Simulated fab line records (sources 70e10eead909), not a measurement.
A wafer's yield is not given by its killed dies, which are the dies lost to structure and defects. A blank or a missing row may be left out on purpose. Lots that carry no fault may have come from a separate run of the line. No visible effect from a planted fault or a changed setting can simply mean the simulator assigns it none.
Check of tool commonality	flow nand harc	Sample size 14 lots and 42 wafers

## THE REASON FOR OPENING IT
Flagged at NHARC_P_M2_CD_MEAS_09: reading cd nm, on 2 of 14 lots. Fault-free wafers read 169.6 nm, with a standard deviation of 0.5.
Rule: a lot is flagged in two cases, either no wafer of it has a number, or all its wafers with numbers fall more than 4 standard deviations from that mean. All remaining lots are regarded as sound.

lot	measured	on	cd nm (nm), wafer by wafer	flag
L224	day 6 10:13	cd sem-01	169.4 170.2 169.9	
L226	day 7 05:49	cd sem-02	169.1 168.9 169.1	
L229	day 8 08:49	cd sem-02	170.3 169.6 169.8	
L230	day 8 20:47	cd sem-01	169.8 170.3 169.1	
L231	day 9 12:50	cd sem-02	169.1 169.3 169.8	
L232	day 9 18:35	cd sem-02	169.6 170.0 169.1	
L233	day 10 17:03	cd sem-01	168.6 170.1 169.6	
L235	day 10 23:16	cd sem-01	169.6 169.0 169.1	
L234	day 11 01:20	cd sem-01	170.2 170.8 169.9	
L238	day 12 08:48	cd sem-01	170.1 169.8 169.9	
L237	day 12 09:44	cd sem-01	170.2 169.5 169.4	
L239	day 12 13:38	cd sem-01	142.1 141.8 141.8	FLAGGED
L242	day 13 19:02	cd sem-03	149.2 148.7 148.2	FLAGGED
L247	day 15 20:16	cd sem-01	170.0 169.7 169.8	
On average the flagged lots' numbers are 145.3 nm, which is -24.3 nm against the usual, or -49 standard deviations.

## WHICH TOOL EACH LOT WENT THROUGH
Before the reading, the record contains 3 process steps out of a 1302-step route. Every cell lists first the tool, next ch and the chambers used by the sampled wafers, and last the start.
lot	flag	NHARC_P_M1_ETCH_35	NHARC_P_M1_PVD_21	NHARC_P_M2_EXPOSE_06
L224		rie diel-11 ch 0,1, day 6 06:21	pvd sputter-03, day 6 10:05 or earlier	arfi scanner-02 ch 0, day 6 10:05
L226		rie diel-11 ch 0,1, day 7 01:58	pvd sputter-03, day 7 05:41 or earlier	arfi scanner-01 ch 0, day 7 05:41
L229		rie diel-11 ch 2,3, day 8 04:54	pvd sputter-02, day 8 08:40 or earlier	arfi scanner-02 ch 0, day 8 08:40
L230		rie diel-11 ch 0,1,3, day 8 16:54	pvd sputter-01, day 8 20:39 or earlier	arfi scanner-01 ch 0, day 8 20:39
L231		rie diel-13 ch 0,2, day 9 08:57	pvd sputter-02, day 9 12:41 or earlier	arfi scanner-02 ch 0, day 9 12:41
L232		rie diel-13 ch 2,3, day 9 14:40	pvd sputter-01, day 9 18:27 or earlier	arfi scanner-03 ch 0, day 9 18:27
L233		rie diel-13 ch 1,3, day 10 13:07	pvd sputter-03, day 10 16:55 or earlier	arfi scanner-02 ch 0, day 10 16:55
L235		rie diel-13 ch 0,1,2, day 10 19:31	pvd sputter-01, day 10 23:07 or earlier	arfi scanner-02 ch 0, day 10 23:07
L234		rie diel-13 ch 1,2,3, day 10 21:28	pvd sputter-03, day 11 01:11 or earlier	arfi scanner-01 ch 0, day 11 01:11
L238		rie diel-11 ch 2,3, day 12 04:22	pvd sputter-01, day 12 08:40 or earlier	arfi scanner-01 ch 0, day 12 08:40
L237		rie diel-13 ch 1,2,3, day 12 05:50	pvd sputter-01, day 12 09:36 or earlier	arfi scanner-01 ch 0, day 12 09:36
L239	FLAGGED	rie diel-11 ch 1,2, day 12 09:52	pvd sputter-01, day 12 13:29 or earlier	arfi scanner-01 ch 0, day 12 13:29
L242	FLAGGED	rie diel-11 ch 0,1,3, day 13 15:10	pvd sputter-02, day 13 18:54 or earlier	arfi scanner-01 ch 0, day 13 18:54
L247		rie diel-13 ch 0,3, day 15 16:26	pvd sputter-02, day 15 20:07 or earlier	arfi scanner-02 ch 0, day 15 20:07
What the steps here do:
- NHARC_P_M1_ETCH_35: etches the open film in N2/H2, target depth 40 nm, overetch 12 nm, time 43.94 s.
- NHARC_P_M1_PVD_21: deposits Cu, target thk 30 nm, time 20.49 s.
- NHARC_P_M2_EXPOSE_06: exposes mask P M2, target cd 170 nm.
- NHARC_P_M2_CD_MEAS_09: target cd 170 nm.

## FLAGGED AGAINST TOTAL, ONE TOOL AT A TIME (gauges that did the reading follow at the end)
step	tool	lots run	flagged	share of the flagged lots	sound lots run after its first flagged lot
NHARC_P_M1_ETCH_35	rie diel-11	7	2	all	0
NHARC_P_M1_ETCH_35	rie diel-13	7	0	none	-
NHARC_P_M1_PVD_21	pvd sputter-01	6	1	some	0
NHARC_P_M1_PVD_21	pvd sputter-02	4	1	some	1 (L247)
NHARC_P_M1_PVD_21	pvd sputter-03	4	0	none	-
NHARC_P_M2_EXPOSE_06	arfi scanner-01	7	2	all	0
NHARC_P_M2_EXPOSE_06	arfi scanner-02	6	0	none	-
NHARC_P_M2_EXPOSE_06	arfi scanner-03	1	0	none	-
NHARC_P_M2_CD_MEAS_09	cd sem-01	9	1	some	1 (L247)
NHARC_P_M2_CD_MEAS_09	cd sem-02	4	0	none	-
NHARC_P_M2_CD_MEAS_09	cd sem-03	1	1	some	0
With no start given for some of its lots, NHARC_P_M1_PVD_21 uses the hours and lot order of NHARC_P_M2_EXPOSE_06.

## WHAT IS ALLOWED BY THE TABLE
Rows of the table that ran all the flagged lots, 2 in number: rie diel-11 at NHARC_P_M1_ETCH_35; arfi scanner-01 at NHARC_P_M2_EXPOSE_06.
- rie diel-11 at NHARC_P_M1_ETCH_35 ran 7 lots, 2 of them flagged. A fault beginning between L238 (day 12 04:22), its last sound lot, and L239 (day 12 09:52), its first flagged one, fits the data.
- arfi scanner-01 at NHARC_P_M2_EXPOSE_06 ran 7 lots, 2 of them flagged. A fault beginning between L237 (day 12 09:36), its last sound lot, and L239 (day 12 13:29), its first flagged one, fits the data. Its own readings lie more than 4 standard deviations out on every wafer of the flagged lots: exposure dose mJ cm2.
A lot count leaves these 2 tools indistinguishable: every one of them fits a fault beginning at some hour. More lots, or a look at what each step does to the wafer, might.

## WHAT HAD BEEN PUT IN BY THE SIMULATOR
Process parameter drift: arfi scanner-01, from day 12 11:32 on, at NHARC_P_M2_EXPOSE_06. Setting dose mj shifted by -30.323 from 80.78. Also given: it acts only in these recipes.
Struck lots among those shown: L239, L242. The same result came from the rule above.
